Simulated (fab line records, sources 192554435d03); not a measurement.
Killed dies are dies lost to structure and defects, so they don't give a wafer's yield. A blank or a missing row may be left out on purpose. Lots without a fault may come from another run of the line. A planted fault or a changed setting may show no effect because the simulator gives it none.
fab line records | flow n5_finfet
record lots=7 wafers=21
route steps=1938 shown PASSIVATION@1929
start_h: hours from the record's first day to the start of the lot's first wafer shown | wait_h: hours since the lot's step before | " the same as in the row above | L1.1+2: a row that stands for several wafers | - no value, or no start given | * or withheld: withheld | < > ~ a bound
route shown NAME@n: a module of which the file shows steps, and the number in the route of the first | usual: mean/standard deviation of fault-free wafers | same: alike in all rows | chamber/n: place in a boat | sites: the reading at each site | _std_site: their standard deviation | _edge_site: outer sites' mean less inner sites' | radius_mm: how far each site lies from the wafer's centre | mask NAME#n: copy n | behind: the tool/chamber that last shaped the wafer | hold: why the lot was held/for how many hours/how that ended | device: the transistor (n, p or np) that didn't switch | end of line: the same wafers' tests at the end of the route | a step without rows: its recipe alone | killed: dies lost to structure and defects at the first sort, not the wafer's yield | map: a wafer's dies, x killed, . not, _ none there
set.NAME: the setting as run; set.NAME@STEP: as run at that earlier step | model.NAME: the simulator's own value behind a step, which no gauge read
lots whose settings were changed on purpose; a table a step, a row a wafer
## steps
# step N5_PASSIVATION_PASS_ETCH_47
# recipe chemistry=CF4/O2 target=SiNx target_depth_a=7700 time_s=385 ion_energy_ev=100 pressure_mtorr=40 source_w=535 bias_w=49 Ar_flow_sccm=100 cf4_flow_sccm=100 O2_flow_sccm=10
# columns lot.wafer tool chamber start_h wait_h set.source_w model.etch.depth_nm
L079.2 rie_diel-04 1 313.12 0.0 598.8 883.8
L079.3 " 3 " " 598.8 877.2
L079.5 " 1 " " 598.8 869.8
L082.2 rie_diel-04 3 318.45 0.0 535 786.9
L082.3 " 1 " " 535 787.2
L082.4 " 0 " " 581.1 828.6
L078.1 rie_diel-05 0 319.27 0.0 535 751.3
L078.3 " 3 " " 535 813.3
L078.6 " 2 " " 535 780.5
L091.1 rie_diel-04 0 364.31 0.0 535 777.4
L091.2 " 3 " " 535 774.1
L091.6 " 2 " " 535 773.7
L094.1 rie_diel-04 2 386.75 0.0 575.5 831.8
L094.4 " 1 " " 535 772.6
L094.5 " 3 " " 535 780
L097.2 rie_diel-06 2 411.12 0.0 535 785.9
L097.4 " 3 " " 535 787
L097.5 " 3 " " 535 780.9
L095.1 rie_diel-05 1 414.46 0.0 535 809.4
L095.2 " 0 " " 628.9 901
L095.6 " 2 " " 535 781.6
# step N5_PASSIVATION_ETCH_54
# recipe chemistry=CHF3/O2 target=SiO2 target_depth_a=8800 CHF3_flow_sccm=50 O2_flow_sccm=5 Ar_flow_sccm=200 time_s=440 mask_material=PR pressure_mtorr=30 source_w=650 bias_w=170 ion_energy_ev=200
# step N5_PASSIVATION_STRIP_48
# recipe chemistry=O2 power_w=600 temp_c=60 pressure_mtorr=30 rf_frequency_hz=6e+07 bias_power_w=0 overash_fraction=0.5 o2_flow_sccm=225
# step N5_PASSIVATION_SRD_72
# recipe dry=ipa_marangoni time_s=30 temp_c=23 rinse_liquid=diw
# step N5_PASSIVATION_ANNEAL_56
# recipe temp_c=400 time_s=1800 ambient=FGA idle_temp_c=300 ramp_up_c_per_min=5 ramp_down_c_per_min=3
# step N5_PASSIVATION_PROBE_49
# usual defect_limited_yield=91.6/1.2 killed_at_M0_to_M3=33/9.4 killed_at_M4_up=13/5.2 killed_at_contacts=13/5.6 killed_at_front_end=37/9.5 killed_at_other=4/3.1 killed_dies=99/15 killed_open=65/11 killed_short=32/7.5 sort_bin_5_function=4.9/0.77 sort_bin_6_memory=3.1/0.65 sort_bin_8_speed=0.01/0.056 sort_n_pass=1081/15 sort_yield_pct=91.6/1.2
# same gross_dies=1180 killed_at_back_side=0 sort_bin_4_leakage[%]=0
# columns lot.wafer tool chamber start_h wait_h set.target_thk_a@PASSIVATION_SPUTTER_20 defect_limited_yield[%] killed_at_M0_to_M3 killed_at_M4_up killed_at_contacts killed_at_front_end killed_at_other killed_dies killed_open killed_short sort_bin_5_function[%] sort_bin_6_memory[%] sort_bin_8_speed[%] sort_n_pass sort_yield_pct[%]
L079.2 prober-01 - 316.21 0.1 458.3 78.6 27 166 20 37 2 252 68 28 12.8 7.0 0 928 78.6
L079.3 prober-01 - 316.26 0.1 500 0 1108 7 26 38 1 1180 69 22 97.2 2.5 0 0 0
L079.5 prober-01 - 316.36 0.2 458.3 79.2 35 163 14 33 0 245 48 41 12.9 7.2 0 935 79.2
L082.2 prober-01 - 321.85 0.1 500 0 848 19 7 305 1 1180 52 32 88.6 9.4 0 0 0
L082.3 prober-01 - 321.90 0.1 500 92.9 30 16 3 35 0 84 52 24 4.1 2.3 0 1096 92.9
L082.4 prober-01 - 321.95 0.2 481.2 90.1 33 29 7 47 1 117 83 25 5.7 4.1 0 1063 90.1
L078.1 prober-02 - 322.28 0.0 500 91.0 33 19 14 39 1 106 67 37 4.7 3.8 0.08 1074 91.0
L078.3 prober-02 - 322.38 0.1 500 0.3 1109 21 8 36 2 1176 57 46 95.0 3.8 0 4 0.3
L078.6 prober-02 - 322.53 0.3 467 90.4 38 31 17 27 0 113 61 31 5.1 4.0 0 1067 90.4
L091.1 prober-01 - 367.32 0.0 500 92.8 27 15 4 35 4 85 51 32 4.4 2.6 0 1095 92.8
L091.2 prober-01 - 367.37 0.1 500 89.5 33 11 17 63 0 124 76 46 6.0 4.2 0 1056 89.5
L091.6 prober-01 - 367.57 0.3 500 91.4 32 19 3 45 3 102 68 33 5.1 3.2 0 1078 91.4
L094.1 prober-01 - 389.76 0.0 541.5 92.2 35 16 15 26 0 92 58 32 4.7 2.7 0 1088 92.2
L094.4 prober-01 - 389.91 0.2 500 92.7 38 12 9 25 2 86 54 32 3.4 3.3 0 1094 92.7
L094.5 prober-01 - 389.96 0.2 541.5 93.1 32 12 7 30 0 81 50 30 4.1 2.7 0 1099 93.1
L097.2 prober-01 - 414.19 0.1 500 92.1 23 19 6 37 8 93 64 29 5.3 2.5 0 1087 92.1
L097.4 prober-01 - 414.29 0.2 523.7 30.2 26 16 17 750 15 824 65 53 45.9 18.6 0.08 356 30.2
L097.5 prober-01 - 414.34 0.2 523.7 29.6 38 18 8 756 11 831 70 32 46.9 17.7 0 349 29.6
L095.1 prober-02 - 417.47 0.0 500 89.7 48 10 11 48 5 122 83 38 6.1 3.7 0 1058 89.7
L095.2 prober-02 - 417.52 0.1 500 89.9 27 31 8 50 3 119 61 30 6.0 3.3 0 1061 89.9
L095.6 prober-02 - 417.72 0.3 500 91.3 31 8 21 38 5 103 60 42 5.0 3.4 0 1077 91.3
# killed by level:class
L079.2 BEOL_M5:area_expose=153 MOL_CONTACT_COAG:geometric_particle:open=18 BEOL_M2:geometric_particle:open=11 FIN_SAQP:geometric_particle:short=9 BEOL_M4:geometric_particle:open=7 FIN_SAQP:geometric_particle:open=6 BEOL_M3:geometric_particle:open=6 BEOL_M0_SAQP:geometric_particle:open=4
L079.3 BEOL_M0_SAQP:area_ald=1085 MOL_CONTACT_COAG:geometric_particle:open=23 BEOL_M2:geometric_particle:open=7 FIN_SAQP:geometric_particle:open=6 FIN_SAQP:geometric_particle:short=6 BEOL_M0_SAQP:geometric_particle:open=6 DUMMY_GATE:geometric_particle:open=5 GATE_CUT:geometric_particle:open=5
L079.5 BEOL_M5:area_expose=156 MOL_CONTACT_COAG:geometric_particle:open=10 BEOL_M0_SAQP:geometric_particle:short=10 BEOL_M3:geometric_particle:open=8 BEOL_M0_SAQP:geometric_particle:open=6 FIN_SAQP:geometric_particle:short=5 STI_FIN_REVEAL:geometric_particle:open=5 GATE_CUT:geometric_particle:short=5
L082.2 BEOL_M0_SAQP:area_ald=821 GATE_CUT:area_expose=274 FIN_SAQP:geometric_particle:short=8 BEOL_M3:geometric_particle:open=8 BEOL_M4:geometric_particle:open=7 FIN_SAQP:geometric_particle:open=6 BEOL_M1:geometric_particle:open=5 ILD0:geometric_particle:short=4
L082.3 FIN_SAQP:geometric_particle:open=9 BEOL_M3:geometric_particle:open=8 BEOL_M2:geometric_particle:open=6 BEOL_M4:geometric_particle:open=5 BEOL_M0_SAQP:geometric_particle:short=5 BEOL_M0:geometric_particle:open=4 BEOL_M4:geometric_particle:short=4 STARTING-WAFER:geometric_particle:open=4
L082.4 STI_FIN_REVEAL:geometric_particle:open=15 BEOL_M3:geometric_particle:open=12 FIN_SAQP:geometric_particle:open=10 BEOL_M4:geometric_particle:open=9 BEOL_M5:geometric_particle:open=8 FIN_SAQP:geometric_particle:short=7 DUMMY_GATE:geometric_particle:open=6 BEOL_M0_SAQP:geometric_particle:open=6
L078.1 BEOL_M4:geometric_particle:open=13 MOL_CONTACT_COAG:geometric_particle:open=8 GATE_CUT:geometric_particle:short=8 BEOL_M2:geometric_particle:open=8 BEOL_M0_SAQP:geometric_particle:short=7 FIN_SAQP:geometric_particle:open=5 STI_FIN_REVEAL:geometric_particle:short=5 MOL_CONTACT_COAG:geometric_particle:short=5
L078.3 BEOL_M0_SAQP:area_ald=1071 BEOL_M0_SAQP:geometric_particle:short=15 BEOL_M4:geometric_particle:open=12 BEOL_M2:geometric_particle:open=10 SPACER0:geometric_particle:short=7 MOL_CONTACT_COAG:geometric_particle:open=6 FIN_SAQP:geometric_particle:short=5 GATE_CUT:geometric_particle:open=5
L078.6 BEOL_M5:area_expose=20 BEOL_M3:geometric_particle:open=15 MOL_CONTACT_COAG:geometric_particle:open=12 BEOL_M2:geometric_particle:open=8 STI_FIN_REVEAL:geometric_particle:open=6 SPACER0:geometric_particle:short=6 BEOL_M0_SAQP:geometric_particle:open=5 MOL_CONTACT_COAG:geometric_particle:short=4
L091.1 BEOL_M0_SAQP:geometric_particle:short=13 STI_FIN_REVEAL:geometric_particle:open=10 BEOL_M4:geometric_particle:open=8 BEOL_M0_SAQP:geometric_particle:open=6 FIN_SAQP:geometric_particle:open=4 GATE_CUT:geometric_particle:short=4 BEOL_M1:geometric_particle:open=3 BEOL_M7:geometric_particle:open=3
L091.2 STI_FIN_REVEAL:geometric_particle:open=21 FIN_SAQP:geometric_particle:short=16 MOL_CONTACT_COAG:geometric_particle:open=12 BEOL_M1:geometric_particle:open=10 BEOL_M0_SAQP:geometric_particle:open=8 GATE_CUT:geometric_particle:short=6 BEOL_M1:geometric_particle:short=6 MOL_CONTACT_COAG:geometric_particle:short=5
L091.6 BEOL_M4:geometric_particle:open=11 FIN_SAQP:geometric_particle:open=7 STI_FIN_REVEAL:geometric_particle:open=7 BEOL_M0_SAQP:geometric_particle:short=7 BEOL_M0_SAQP:geometric_particle:open=6 BEOL_M3:geometric_particle:open=6 FIN_SAQP:geometric_particle:short=5 GATE_CUT:geometric_particle:short=5
L094.1 MOL_CONTACT_COAG:geometric_particle:open=12 BEOL_M0_SAQP:geometric_particle:open=10 BEOL_M0_SAQP:geometric_particle:short=9 FIN_SAQP:geometric_particle:open=7 ILD0:geometric_particle:short=4 BEOL_M3:geometric_particle:open=4 BEOL_M5:geometric_particle:open=4 MOL_CONTACT_COAG:geometric_particle:short=3
L094.4 BEOL_M3:geometric_particle:open=13 BEOL_M1:geometric_particle:open=8 MOL_CONTACT_COAG:geometric_particle:open=7 BEOL_M3:geometric_particle:short=7 FIN_SAQP:geometric_particle:short=6 FIN_SAQP:geometric_particle:open=5 STI_FIN_REVEAL:geometric_particle:open=5 BEOL_M0_SAQP:geometric_particle:short=5
L094.5 BEOL_M3:geometric_particle:open=13 STARTING-WAFER:geometric_particle:short=6 FIN_SAQP:geometric_particle:open=5 FIN_SAQP:geometric_particle:short=5 MOL_CONTACT_COAG:geometric_particle:open=5 BEOL_M4:geometric_particle:open=5 BEOL_M0_SAQP:geometric_particle:short=4 BEOL_M1:geometric_particle:open=4
L097.2 STI_FIN_REVEAL:geometric_particle:open=10 BEOL_M4:geometric_particle:open=9 BEOL_M2:geometric_particle:open=8 BEOL_M0_SAQP:geometric_particle:open=6 FIN_SAQP:geometric_particle:short=5 GATE_CUT:geometric_particle:short=5 MOL_CONTACT_COAG:geometric_particle:open=5 STARTING-WAFER:geometric_particle:short=4
L097.4 GATE_CUT:area_expose=702 FIN_SAQP:geometric_particle:short=15 MOL_CONTACT_COAG:geometric_particle:open=11 STI_FIN_REVEAL:geometric_particle:open=8 GATE_CUT:geometric_particle:short=8 BEOL_M2:geometric_particle:open=7 BEOL_M4:geometric_particle:open=7 MOL_CONTACT_COAG:geometric_particle:short=6
L097.5 GATE_CUT:area_expose=724 BEOL_M1:geometric_particle:open=14 MOL_CONTACT_COAG:geometric_particle:open=8 BEOL_M2:geometric_particle:open=8 BEOL_M4:geometric_particle:open=8 STI_FIN_REVEAL:geometric_particle:open=7 FIN_SAQP:geometric_particle:short=3 STI_FIN_REVEAL:geometric_particle:short=3
L095.1 BEOL_M0_SAQP:geometric_particle:open=15 STI_FIN_REVEAL:geometric_particle:open=12 BEOL_M0_SAQP:geometric_particle:short=8 BEOL_M3:geometric_particle:open=8 FIN_SAQP:geometric_particle:short=7 MOL_CONTACT_COAG:geometric_particle:open=7 FIN_SAQP:geometric_particle:open=6 DUMMY_GATE:geometric_particle:open=5
L095.2 BEOL_M5:area_expose=21 FIN_SAQP:geometric_particle:open=15 BEOL_M0_SAQP:geometric_particle:short=10 MOL_CONTACT_COAG:geometric_particle:open=8 BEOL_M0_SAQP:geometric_particle:open=8 FIN_SAQP:geometric_particle:short=6 BEOL_M3:geometric_particle:open=5 HKMG_FIN:area_etch=5
L095.6 MOL_CONTACT_COAG:geometric_particle:open=15 FIN_SAQP:geometric_particle:short=12 BEOL_M0_SAQP:geometric_particle:short=8 STI_FIN_REVEAL:geometric_particle:open=7 BEOL_M3:geometric_particle:open=7 MOL_CONTACT_COAG:geometric_particle:short=6 BEOL_M0_SAQP:geometric_particle:open=5 BEOL_M1:geometric_particle:open=5
## key
split step=N5_PASSIVATION_PASS_ETCH_47 setting=source_w stated=535 by=wafer
response step=N5_PASSIVATION_PASS_ETCH_47 reading=model.etch.depth_nm change=+5.98 per=1% r=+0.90
split outside_this_file step=N5_PASSIVATION_SPUTTER_20 setting=target_thk_a
# split outside_this_file: this setting was split too, and the file shows its column; the key of that split is in another file
